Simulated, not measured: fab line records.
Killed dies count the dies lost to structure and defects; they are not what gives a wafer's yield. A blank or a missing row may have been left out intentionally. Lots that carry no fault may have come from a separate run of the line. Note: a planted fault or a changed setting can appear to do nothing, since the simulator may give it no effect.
Which tool was responsible? | flow n5 finfet | 36 wafers from 12 lots sampled at 4 of the route's 1938 steps

== WHAT THE GAUGES READ, wafer by wafer ==
N5_MOL_CONTACT_COAG_THK_MEAS_29.
lot  | measured     | on            | MD_CAP_THK (nm)
L075 | day 5 15:04  | film metro-02 | 18.05 18.09 18.16
L077 | day 5 20:43  | film metro-01 | 17.90 17.86 17.79
L079 | day 6 10:17  | film metro-01 | 17.88 17.79 17.94
L081 | day 6 19:35  | film metro-01 | 17.89 17.96 17.96
L083 | day 7 08:37  | film metro-01 | 17.72 17.85 17.86
L085 | day 7 17:11  | film metro-01 | 17.90 17.96 18.04
L087 | day 8 09:34  | film metro-01 | 17.90 17.94 17.83
L089 | day 8 19:12  | film metro-02 | 17.92 17.89 17.98
L091 | day 9 07:18  | film metro-01 | 17.98 17.99 18.19
L093 | day 9 19:02  | film metro-02 | 17.92 17.89 17.91
L095 | day 10 10:43 | film metro-01 | 17.85 17.80 17.90
L097 | day 10 20:58 | film metro-02 | 17.81 17.89 17.80

== EACH LOT AND THE TOOL THAT RAN IT (in order: tool; ch and the chambers of the sampled wafers; start) ==
lot  | N5_MOL_CONTACT_COAG_ALD_20          | N5_MOL_CONTACT_COAG_SIL_ANNEAL_21 | N5_MOL_CONTACT_COAG_CO_FILL_22
L075 | ald metal-03 ch 2,3, day 5 09:03    | rtp anneal-02 ch 0, day 5 09:34   | cvd co-01 ch 0,1,2, day 5 09:58
L077 | ald metal-01 ch 0,1, day 5 13:55    | rtp anneal-02 ch 0, day 5 14:20   | cvd co-01 ch 1,2, day 5 15:34
L079 | ald metal-03 ch 0,2,3, day 6 03:26  | rtp anneal-01 ch 0, day 6 03:59   | cvd co-01 ch 0,2, day 6 04:46
L081 | ald metal-04 ch 1,2, day 6 12:30    | rtp anneal-01 ch 0, day 6 12:56   | cvd co-01 ch 0,2, day 6 13:52
L083 | ald metal-03 ch 0,2,3, day 7 00:41  | rtp anneal-01 ch 0, day 7 00:59   | cvd co-02 ch 0,1,2, day 7 02:51
L085 | ald metal-04 ch 1,2,3, day 7 10:18  | rtp anneal-02 ch 0, day 7 10:43   | cvd co-02 ch 1,2, day 7 11:49
L087 | ald metal-01 ch 0,2, day 8 00:23    | rtp anneal-02 ch 0, day 8 00:46   | cvd co-02 ch 0,1,2, day 8 04:39
L089 | ald metal-03 ch 1,2,3, day 8 11:29  | rtp anneal-02 ch 0, day 8 12:07   | cvd co-02 ch 0,1,2, day 8 13:55
L091 | ald metal-03 ch 1,2,3, day 8 23:23  | rtp anneal-01 ch 0, day 8 23:53   | cvd co-02 ch 1,2, day 9 02:17
L093 | ald metal-03 ch 2,3, day 9 12:27    | rtp anneal-02 ch 0, day 9 12:51   | cvd co-02 ch 0,1,2, day 9 13:22
L095 | ald metal-04 ch 0,1,2, day 10 01:17 | rtp anneal-01 ch 0, day 10 01:44  | cvd co-02 ch 0,1,2, day 10 03:48
L097 | ald metal-03 ch 0,2, day 10 12:34   | rtp anneal-01 ch 0, day 10 12:58  | cvd co-01 ch 1,2, day 10 15:55
- N5_MOL_CONTACT_COAG_ALD_20: deposits TiN, target thk 1.5 nm, pulse time 1 s, purge time 3 s.
- N5_MOL_CONTACT_COAG_SIL_ANNEAL_21: time 60 s.
- N5_MOL_CONTACT_COAG_CO_FILL_22: material Co, precursor CCTBA/H2, target thk 20 nm.

== THE ANSWER, worked out from the rows above alone ==
Rule: usual is defined by the lots themselves. The widest of any qualifying gaps counts: lots, ordered by their means at a reading, are off when they make up no more than a third of the lots, leave a main group of 4 or more, and stand apart from it by 3 or more times the standard deviation of that group's means. If all means in a main group match to the digits the tables above print for the reading, that group is not used. Also off: a lot with no number at a reading for which 4 or more lots have one. Any other lot the step has rows for is counted as sound.
No lot is off on any of the readings shown, so nothing can be concluded from this.

== WHAT THE SIMULATOR HAD INSERTED ==
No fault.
